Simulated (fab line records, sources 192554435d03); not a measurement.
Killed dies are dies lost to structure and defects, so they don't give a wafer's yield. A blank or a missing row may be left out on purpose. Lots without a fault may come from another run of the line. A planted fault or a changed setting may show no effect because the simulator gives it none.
fab line records | flow n5_finfet
record lots=8 wafers=24 last_day=18
route steps=1938 shown BEOL_M4@1111 BEOL_M11@1538 PASSIVATION@1936
lots that met no fault: from a run of the same line without faults
start_h: hours from the record's first day to the start of the lot's first wafer shown | wait_h: hours since the lot's step before | " the same as in the row above | L1.1+2: a row that stands for several wafers | - no value, or no start given | * or withheld: withheld | < > ~ a bound
route shown NAME@n: a module of which the file shows steps, and the number in the route of the first | usual: mean/standard deviation of fault-free wafers | same: alike in all rows | chamber/n: place in a boat | sites: the reading at each site | _std_site: their standard deviation | _edge_site: outer sites' mean less inner sites' | radius_mm: how far each site lies from the wafer's centre | mask NAME#n: copy n | behind: the tool/chamber that last shaped the wafer | hold: why the lot was held/for how many hours/how that ended | device: the transistor (n, p or np) that didn't switch | end of line: the same wafers' tests at the end of the route | a step without rows: its recipe alone | killed: dies lost to structure and defects at the first sort, not the wafer's yield | map: a wafer's dies, x killed, . not, _ none there
set.NAME: the setting as run; set.NAME@STEP: as run at that earlier step | model.NAME: the simulator's own value behind a step, which no gauge read
steps of the route over a sample of lots; a table a step, a row a wafer
services: from which hour (start_h, from the record's first day; less than 0 if before it) a tool's chamber was out of use, for how many hours, and why
## steps
# step N5_BEOL_M4_RC_MEAS_101
# usual DIBL_N=36.4/1.2 DIBL_P=36.1/1.6 IOFF_N=0.156/0.024 IOFF_P=0.21/0.031 ION_N=674/11 ION_P=463/6.9 SS_N=71.5/0.5 SS_P=73.2/0.55 VT_N=250.0/2.9 VT_P=-250/3.6
# columns lot.wafer tool chamber start_h wait_h DIBL_N[mV/V] DIBL_P[mV/V] IOFF_N[nA/um] IOFF_P[nA/um] ION_N[uA/um] ION_P[uA/um] SS_N[mV/dec] SS_P[mV/dec] VT_N[mV] VT_P[mV]
L503.1 prober-01 0 167.87 0.0 36.0 35.3 0.151 0.23 682 472 71.9 73.1 250.8 -246
L503.2 " 0 " " 35.7 35.0 0.147 0.22 677 471 72.0 72.9 251.0 -246
L503.3 " 0 " " 36.9 35.9 0.168 0.24 679 469 71.3 72.6 247.8 -245
L512.2 prober-02 0 226.14 0.3 36.3 35.8 0.159 0.21 687 467 71.9 73.7 249.2 -251
L512.5 " 0 " " 36.3 35.8 0.161 0.21 685 472 71.1 74.1 248.0 -251
L512.6 " 0 " " 36.1 35.7 0.152 0.21 668 458 70.8 73.5 249.3 -250
L517.1 prober-02 0 252.63 0.0 37.7 36.7 0.170 0.20 672 455 71.7 74.1 250.4 -252
L517.5 " 0 " " 35.5 34.2 0.130 0.16 667 460 70.6 73.1 253.5 -256
L517.6 " 0 " " 35.6 34.6 0.140 0.17 671 460 71.4 73.3 252.1 -254
L519.1 prober-01 0 257.99 0.0 35.7 34.8 0.138 0.19 668 461 70.4 73.1 249.6 -249
L519.4 " 0 " " 35.9 35.4 0.143 0.21 668 461 71.3 72.7 248.5 -250
L519.5 " 0 " " 36.2 35.9 0.145 0.21 669 466 71.4 72.7 249.6 -248
L520.4 prober-01 0 283.16 0.5 33.6 34.5 0.101 0.16 653 455 70.5 73.0 258.6 -256
L520.5 " 0 " " 34.9 36.2 0.126 0.18 663 460 71.2 72.9 253.7 -254
L520.6 " 0 " " 34.4 35.3 0.112 0.17 657 457 70.8 72.4 257.3 -256
L522.1 prober-02 0 284.30 0.0 34.0 34.0 0.129 0.18 667 467 71.0 73.1 252.9 -249
L522.4 " 0 " " 34.5 35.2 0.134 0.20 670 467 71.1 72.5 249.4 -250
L522.5 " 0 " " 34.4 33.8 0.120 0.18 660 459 70.2 72.6 251.6 -250
L523.2 prober-02 0 300.99 0.2 37.2 36.8 0.152 0.20 674 464 71.7 72.6 251.9 -254
L523.4 " 0 " " 35.7 34.9 0.127 0.18 669 462 71.3 72.5 253.1 -254
L523.6 " 0 " " 36.0 34.9 0.134 0.18 681 464 71.2 72.6 253.8 -255
L525.1 prober-01 0 314.74 0.0 35.8 35.8 0.156 0.19 678 464 71.4 73.8 248.1 -253
L525.3 " 0 " " 35.0 34.4 0.141 0.17 674 452 72.0 73.3 251.6 -255
L525.5 " 0 " " 35.1 34.8 0.140 0.17 681 464 71.5 72.8 248.5 -254
# step N5_BEOL_M11_THK_MEAS_01
# recipe reads=SiCOH_lowk_of_BEOL_M11_ILD_DEP_00
# usual M11_ILD_THK=268/3.7
# columns lot.wafer tool chamber start_h wait_h M11_ILD_THK[nm]
L503.1 film_metro-02 - 221.07 0.4 264
L503.2 " - " " 264
L503.3 " - " " 263
L512.2 film_metro-02 - 285.42 0.4 269
L512.5 " - " " 271
L512.6 " - " " 274
L517.1 film_metro-02 - 308.23 0.4 265
L517.5 " - " " 271
L517.6 " - " " 271
L519.1 film_metro-01 - 309.18 0.4 268
L519.4 " - " " 271
L519.5 " - " " 270
L520.4 film_metro-01 - 337.54 0.2 267
L520.5 " - " " 265
L520.6 " - " " 266
L522.1 film_metro-02 - 341.75 0.4 269
L522.4 " - " " 272
L522.5 " - " " 270
L523.2 film_metro-02 - 355.38 0.4 263
L523.4 " - " " 270
L523.6 " - " " 268
L525.1 film_metro-02 - 370.69 0.8 271
L525.3 " - " " 266
L525.5 " - " " 272
# step N5_BEOL_M11_HM_DEP_02
# recipe material=TiN target_thk_a=200 temp_c=25 chamber_pressure_pa=0.49996
# usual throttle_valve_pct=30.8/0.76
# columns lot.wafer tool chamber start_h wait_h throttle_valve_pct
L503.1 pvd_sputter-02 - 221.89 0.8 31.4
L503.2 " - " " 32.3
L503.3 " - " " 31.2
L512.2 pvd_sputter-03 - 287.49 2.0 30.7
L512.5 " - " " 31.0
L512.6 " - " " 30.8
L517.1 pvd_sputter-03 - 309.05 0.8 29.4
L517.5 " - " " 30.1
L517.6 " - " " 29.6
L519.1 pvd_sputter-02 - 309.51 0.3 31.3
L519.4 " - " " 32.2
L519.5 " - " " 31.2
L520.4 pvd_sputter-01 - 338.48 0.9 30.9
L520.5 " - " " 30.4
L520.6 " - " " 31.8
L522.1 pvd_sputter-03 - 344.15 2.3 29.5
L522.4 " - " " 30.5
L522.5 " - " " 29.5
L523.2 pvd_sputter-01 - 356.03 0.6 30.4
L523.4 " - " " 31.8
L523.6 " - " " 30.5
L525.1 pvd_sputter-01 - 372.63 1.9 30.7
L525.3 " - " " 31.3
L525.5 " - " " 30.2
# step N5_BEOL_M11_STRIP_67
# recipe chemistry=CF4 resist=SiARC power_w=300 bias_power_w=75 pressure_mtorr=50 cf4_flow_sccm=150 rf_frequency_hz=6e+07
# usual bias_power_w=75.02/0.22 cf4_flow_sccm=150.0/0.47 drypump_motor_current_A=5.6/0.39 oes_product_au=0.78/0.078 rf_vpp_V=270.8/1.4 showerhead_plenum_p_Torr=1.78/0.052 throttle_valve_pct=13.66/0.26
# columns lot.wafer tool chamber start_h wait_h bias_power_w cf4_flow_sccm drypump_motor_current_A oes_product_au rf_hours_counter_h rf_vpp_V showerhead_plenum_p_Torr throttle_valve_pct
L503.1 rie_diel-05 0 222.71 0.0 75.00 149.5 6.0 0.72 206 269.8 1.85 14.06
L503.2 " 3 " " 75.09 150.5 5.6 0.82 98 270.1 1.75 13.40
L503.3 " 1 " " 75.06 149.5 5.5 0.71 198 268.5 1.71 13.79
L512.2 rie_diel-06 0 288.85 0.0 74.52 150.0 5.7 0.92 18 271.6 1.82 13.09
L512.5 " 3 " " 75.11 149.4 5.2 0.73 - 272.2 1.85 13.57
L512.6 " 2 " " 75.09 149.4 5.9 0.69 - 272.7 1.84 13.82
L517.1 rie_diel-05 2 310.16 0.0 74.95 149.7 5.1 0.82 87 271.6 1.81 13.55
L517.5 " 2 " " 74.67 150.0 5.1 0.82 - 270.6 1.81 13.54
L517.6 " 3 " " 75.18 150.0 5.7 0.79 - 269.7 1.74 13.46
L519.1 rie_diel-04 3 310.34 0.0 74.94 149.3 5.1 0.75 181 271.6 1.79 13.93
L519.4 " 2 " " 74.69 149.7 6.5 0.87 39 272.1 1.75 13.63
L519.5 " 1 " " 75.20 149.9 5.9 0.93 - 272.5 1.84 13.29
L520.4 rie_diel-05 2 339.25 0.0 - - - - - - - -
L520.5 " 3 " " - - - - - - - -
L520.6 " 0 " " - - - - - - - -
L522.1 rie_diel-04 3 344.96 0.0 - - - - - - - -
L522.4 " 3 " " - - - - - - - -
L522.5 " 0 " " - - - - - - - -
L523.2 rie_diel-05 2 356.85 0.0 75.39 149.8 5.1 0.80 100 270.2 1.81 13.58
L523.4 " 0 " " 74.99 150.4 6.0 0.69 249 271.5 1.83 14.14
L523.6 " 3 " " 74.92 150.5 5.7 0.78 - 268.9 1.74 13.49
L525.1 rie_diel-05 2 373.94 0.0 75.09 150.0 5.1 0.80 106 272.2 1.81 13.59
L525.3 " 2 " " 75.26 150.2 5.1 0.80 - 271.2 1.81 13.58
L525.5 " 2 " " 75.09 149.7 5.1 0.81 - 270.2 1.81 13.59
# step N5_BEOL_M11_STRIP_19
# recipe chemistry=O2 power_w=400 temp_c=40 pressure_mtorr=30 rf_frequency_hz=6e+07 bias_power_w=0 overash_fraction=0.2 o2_flow_sccm=225
# usual chamber_pressure_mTorr=30.00/0.031 drypump_motor_current_A=5.6/0.36 oes_product_au=0.77/0.091 rf_vpp_V=3.6/0.59 showerhead_plenum_p_Torr=2.10/0.064 throttle_valve_pct=16.71/0.26
# same bias_power_w=0
# columns lot.wafer tool chamber start_h wait_h chamber_pressure_mTorr drypump_motor_current_A oes_product_au rf_hours_counter_h rf_vpp_V showerhead_plenum_p_Torr throttle_valve_pct
L503.1 rie_diel-06 1 222.96 0.2 29.96 5.8 0.72 164 3.2 2.01 16.92
L503.2 " 2 " " 29.98 5.9 0.70 216 3.4 2.16 16.81
L503.3 " 3 " " 30.01 5.2 0.75 177 3.2 2.18 16.56
L512.2 rie_diel-05 0 289.11 0.2 30.01 6.0 0.69 227 3.2 2.15 17.15
L512.5 " 0 " " 30.04 6.0 0.69 - 3.7 2.15 17.17
L512.6 " 3 " " 30.02 5.7 0.80 - 4.9 2.02 16.51
L517.1 rie_diel-06 3 310.32 0.1 30.01 5.2 0.72 206 3.5 2.17 16.62
L517.5 " 2 " " 30.04 5.9 0.68 - 3.4 2.15 16.88
L517.6 " 1 " " 29.93 5.7 0.71 - 2.5 2.00 16.97
L519.1 rie_diel-06 0 310.49 0.1 30.02 5.7 0.92 26 3.6 2.14 16.21
L519.4 " 3 " " 30.02 5.2 0.73 206 3.5 2.17 16.60
L519.5 " 2 " " 29.98 6.0 0.68 - 3.0 2.15 16.85
L520.4 rie_diel-06 0 339.51 0.1 30.06 5.7 0.90 - 3.1 2.13 16.24
L520.5 " 3 " " 30.02 5.2 0.71 - 3.8 2.16 16.64
L520.6 " 1 " " 29.92 5.8 0.70 - 4.1 2.00 17.00
L522.1 rie_diel-06 3 345.12 0.1 29.99 5.2 0.71 218 3.3 2.16 16.63
L522.4 " 0 " " 30.05 5.7 0.89 - 3.4 2.13 16.24
L522.5 " 3 " " 29.95 5.2 0.71 - 3.5 2.16 16.65
L523.2 rie_diel-04 2 357.00 0.1 29.99 6.5 0.86 56 3.6 2.04 16.83
L523.4 " 2 " " 30.05 6.6 0.84 - 3.3 2.04 16.86
L523.6 " 0 " " 30.05 5.6 0.78 - 3.9 2.03 16.80
L525.1 rie_diel-06 0 374.10 0.1 30.01 5.8 0.87 48 3.1 2.13 16.26
L525.3 " 1 " " 30.00 5.8 0.68 214 2.6 2.00 17.01
L525.5 " 0 " " 30.00 5.7 0.88 - 3.4 2.13 16.25
# step N5_BEOL_M11_VIA_ETCH_34
# recipe chemistry=C4F6/O2 target=SiCOH_lowk target_depth_a=1845 mask_material=SOC taper_deg=4 time_s=69.2 ion_energy_ev=250 pressure_mtorr=30 source_w=345 bias_w=185 Ar_flow_sccm=300 C4F6_flow_sccm=10 O2_flow_sccm=10
# usual O2_flow_sccm=10.00/0.031 drypump_motor_current_A=5.7/0.42 oes_o_777_au=0.79/0.09 oes_product_au=0.79/0.092 rf_vpp_V=667/8.3 showerhead_plenum_p_Torr=2.84/0.087 throttle_valve_pct=20.94/0.24
# columns lot.wafer tool chamber start_h wait_h O2_flow_sccm drypump_motor_current_A oes_o_777_au oes_product_au rf_hours_counter_h rf_vpp_V showerhead_plenum_p_Torr throttle_valve_pct
L503.1 rie_diel-05 3 224.38 0.0 10.02 5.7 0.83 0.82 99 661 2.75 20.59
L503.2 " 1 " " 10.02 5.5 0.70 0.70 199 671 2.71 21.02
L503.3 " 0 " " 9.97 6.0 0.71 0.71 206 669 2.93 21.34
L512.2 rie_diel-06 0 290.39 0.0 10.01 5.7 0.93 0.93 19 672 2.91 20.49
L512.5 " 0 " " 9.98 5.7 0.93 0.93 - 674 2.91 20.47
L512.6 " 1 " " 9.99 5.8 0.70 0.71 - 659 2.72 21.09
L517.1 rie_diel-04 0 314.07 0.0 10.00 5.6 0.78 0.80 98 667 2.76 21.00
L517.5 " 1 " " 9.99 5.9 0.91 0.95 - 677 2.92 20.71
L517.6 " 0 " " 10.00 5.6 0.79 0.79 - 666 2.76 21.00
L519.1 rie_diel-06 3 314.09 0.0 10.07 5.3 0.72 0.72 207 676 2.94 20.78
L519.4 " 2 " " 9.97 5.9 0.68 0.68 246 679 2.92 21.06
L519.5 " 3 " " 10.02 5.2 0.72 0.71 - 674 2.94 20.77
L520.4 rie_diel-04 3 340.37 0.0 9.96 5.1 0.72 0.27 - 656 2.84 21.15
L520.5 " 2 " " 10.04 6.5 0.88 0.33 - 658 2.76 20.89
L520.6 " 0 " " 10.02 5.6 0.78 0.29 - 669 2.75 20.86
L522.1 rie_diel-06 1 346.21 0.0 9.99 5.8 0.69 0.26 204 658 2.71 20.98
L522.4 " 3 " " 10.01 5.2 0.72 0.27 - 675 2.93 20.63
L522.5 " 1 " " 10.03 5.8 0.69 0.26 - 659 2.71 20.98
L523.2 rie_diel-04 0 359.66 0.0 10.00 5.6 0.77 0.78 114 667 2.75 21.02
L523.4 " 3 " " 9.98 5.1 0.72 0.72 - 656 2.83 21.33
L523.6 " 0 " " 9.96 5.6 0.77 0.77 - 669 2.75 21.02
L525.1 rie_diel-06 1 376.34 0.0 10.00 5.8 0.69 0.69 214 658 2.70 21.16
L525.3 " 0 " " 10.03 5.8 0.88 0.87 49 671 2.89 20.54
L525.5 " 0 " " 10.06 5.8 0.87 0.87 - 670 2.89 20.53
# step N5_BEOL_M11_OCD_MEAS_38
# usual trench_depth_nm=148.6/2.5
# columns lot.wafer tool chamber start_h wait_h trench_depth_nm
L503.1 ocd-02 - 224.66 - 149.4
L503.2 " - " " 150.8
L503.3 " - " " 145.6
L512.2 ocd-01 - 290.68 - 151.3
L512.5 " - " " 149.8
L512.6 " - " " 146.4
L517.1 ocd-02 - 314.36 - 149.9
L517.5 " - " " 151.6
L517.6 " - " " 149.1
L519.1 ocd-01 - 314.37 - 147.1
L519.4 " - " " 146.1
L519.5 " - " " 146.6
L520.4 ocd-01 - 340.63 - -
L520.5 " - " " -
L520.6 " - " " -
L522.1 ocd-02 - 346.49 - -
L522.4 " - " " -
L522.5 " - " " -
L523.2 ocd-01 - 359.95 - 151.1
L523.4 " - " " 147.0
L523.6 " - " " 151.8
L525.1 ocd-01 - 376.63 - 145.0
L525.3 " - " " 151.6
L525.5 " - " " 151.6
# step N5_PASSIVATION_PROBE_49
# usual defect_limited_yield=91.4/1.5 killed_at_M0_to_M3=31/11 killed_at_M4_up=13/5.5 killed_at_contacts=13/6.3 killed_at_front_end=40/13 killed_at_other=3.3/2.6 killed_dies=101/18 killed_on_rim=13/4 killed_open=67/13 killed_short=33/7.9 sort_bin_5_function=5.1/1 sort_bin_6_memory=3.2/0.68 sort_n_pass=1079/18 sort_yield_pct=91.4/1.5
# same gross_dies=1180 killed_at_back_side=0 sort_bin_4_leakage[%]=0 sort_bin_8_speed[%]=0
# columns lot.wafer tool chamber start_h wait_h defect_limited_yield[%] killed_at_M0_to_M3 killed_at_M4_up killed_at_contacts killed_at_front_end killed_at_other killed_dies killed_on_rim killed_open killed_short sort_bin_5_function[%] sort_bin_6_memory[%] sort_n_pass sort_yield_pct[%]
L517.5 prober-01 - 354.42 0.2 91.1 23 13 16 46 7 105 9 70 35 5.2 3.2 1075 91.1
L517.6 prober-01 - 354.47 0.3 90.6 36 23 11 34 7 111 13 74 34 5.8 3.2 1069 90.6
L520.4 prober-01 - 379.89 0.2 0 28 1090 7 50 5 1180 152 56 36 97.6 2.4 0 0
L520.5 prober-01 - 379.94 0.2 0 20 1097 9 45 9 1180 152 59 31 96.3 3.3 0 0
L520.6 prober-01 - 379.99 0.3 0 37 1074 12 55 2 1180 152 78 34 95.9 3.9 0 0
L522.1 prober-01 - 387.87 0.0 0 12 1105 11 50 2 1180 152 45 42 96.9 2.9 0 0
L522.4 prober-01 - 388.02 0.2 0 24 1082 18 49 7 1180 152 73 33 95.7 4.2 0 0
L522.5 prober-01 - 388.07 0.2 0 31 1077 8 58 6 1180 152 80 38 95.3 4.3 0 0
# killed by level:class
L517.5 STI_FIN_REVEAL:geometric_particle:open=14 MOL_CONTACT_COAG:geometric_particle:open=12 FIN_SAQP:geometric_particle:short=11 BEOL_M3:geometric_particle:open=8 DUMMY_GATE:geometric_particle:open=5 BEOL_M4:geometric_particle:open=5 MOL_CONTACT_COAG:geometric_particle:short=4 BEOL_M0_SAQP:geometric_particle:short=4
L517.6 FIN_SAQP:geometric_particle:short=12 MOL_CONTACT_COAG:geometric_particle:open=10 BEOL_M2:geometric_particle:open=9 BEOL_M0_SAQP:geometric_particle:open=6 BEOL_M0:geometric_particle:open=6 BEOL_M3:geometric_particle:short=5 BEOL_M4:geometric_particle:open=5 FIN_SAQP:geometric_particle:open=4
L520.4 BEOL_M11:area_etch=1087 FIN_SAQP:geometric_particle:open=16 BEOL_M0_SAQP:geometric_particle:short=12 BEOL_M0_SAQP:geometric_particle:open=9 STI_FIN_REVEAL:geometric_particle:open=7 FIN_SAQP:geometric_particle:short=4 DUMMY_GATE:geometric_particle:open=4 MOL_CONTACT_COAG:geometric_particle:open=4
L520.5 BEOL_M11:area_etch=1086 FIN_SAQP:geometric_particle:open=9 FIN_SAQP:geometric_particle:short=9 BEOL_M3:geometric_particle:open=7 STI_FIN_REVEAL:geometric_particle:open=6 MOL_CONTACT_COAG:geometric_particle:open=5 SPACER0:geometric_particle:open=4 ILD0:geometric_particle:open=4
L520.6 BEOL_M11:area_etch=1065 FIN_SAQP:geometric_particle:open=16 STI_FIN_REVEAL:geometric_particle:open=11 MOL_CONTACT_COAG:geometric_particle:open=9 DUMMY_GATE:geometric_particle:open=8 BEOL_M0_SAQP:geometric_particle:short=7 BEOL_M0_SAQP:geometric_particle:open=5 BEOL_M1:geometric_particle:open=5
L522.1 BEOL_M11:area_etch=1093 STI_FIN_REVEAL:geometric_particle:open=8 FIN_SAQP:geometric_particle:short=7 MOL_CONTACT_COAG:geometric_particle:open=7 STARTING-WAFER:geometric_particle:short=6 FIN_SAQP:geometric_particle:open=5 ILD0:geometric_particle:short=5 BEOL_M4:geometric_particle:open=5
L522.4 BEOL_M11:area_etch=1074 STI_FIN_REVEAL:geometric_particle:open=15 MOL_CONTACT_COAG:geometric_particle:open=13 BEOL_M3:geometric_particle:open=7 ILD0:geometric_particle:open=6 BEOL_M0_SAQP:geometric_particle:short=6 DUMMY_GATE:geometric_particle:open=5 GATE_CUT:geometric_particle:short=5
L522.5 BEOL_M11:area_etch=1062 STI_FIN_REVEAL:geometric_particle:open=15 BEOL_M4:geometric_particle:open=11 BEOL_M2:geometric_particle:open=8 GATE_CUT:geometric_particle:open=7 MOL_CONTACT_COAG:geometric_particle:open=7 DUMMY_GATE:geometric_particle:open=6 STARTING-WAFER:geometric_particle:open=5
## services
# columns tool chamber start_h hours kind
rie_diel-06 0 208.32 - clean
rie_diel-06 0 208.32 - consumable_replace:focus_ring
rie_diel-06 0 208.32 17.7 scheduled_down
rie_diel-06 0 208.32 17.7 vent_cycle
rie_diel-04 1 244.83 - clean
rie_diel-04 1 244.83 - consumable_replace:focus_ring
rie_diel-04 1 244.83 22.6 scheduled_down
rie_diel-04 1 244.83 22.6 vent_cycle
rie_diel-04 - 284.96 14.6 pm
rie_diel-06 2 331.19 - clean
rie_diel-06 2 331.19 - consumable_replace:focus_ring
rie_diel-06 2 331.19 25.2 scheduled_down
rie_diel-06 2 331.19 25.2 vent_cycle
rie_diel-04 1 335.55 41.2 repair
pvd_sputter-02 - 347.06 1.0 repair
rie_diel-05 0 361.04 - clean
rie_diel-05 0 361.04 - consumable_replace:focus_ring
rie_diel-05 0 361.04 27.7 scheduled_down
rie_diel-05 0 361.04 27.7 vent_cycle
rie_diel-05 1 370.95 7.8 repair
## key
first_sign step=N5_BEOL_M11_STRIP_67 reading=tool_record direction=missing
effect step=N5_BEOL_M11_VIA_ETCH_34 reading=oes_product_au direction=down sigmas=5.5 usual=0.79 struck=0.28
effect step=N5_BEOL_M11_OCD_MEAS_38 reading=trench_depth_nm direction=missing
effect step=N5_PASSIVATION_PROBE_49 reading=killed_at_M4_up direction=up sigmas=99+ usual=13 struck=1088
more_kills_born_at N5_BEOL_M11_ETCH_66@rie_diel-04=3238 N5_BEOL_M11_ETCH_66@rie_diel-06=3229
met_at N5_BEOL_M11_STRIP_67
struck_lots L520,L522
later_rows_left_out L520.4,L520.5,L520.6,L522.1,L522.4,L522.5
not_acting_at N5_BEOL_M11_THK_MEAS_01,N5_BEOL_M11_HM_DEP_02,N5_BEOL_M11_STRIP_19
onset_between 310.34 339.25
fault kind=skipped_step_whole tool=rie_diel-04,rie_diel-05 chamber=- onset_h=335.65 steps=N5_BEOL_M11_STRIP_67 scope=struck_lots_only
# later_rows_left_out: the simulator's readings of these wafers behind a module that went badly wrong aren't trusted and aren't shown, but for the sort
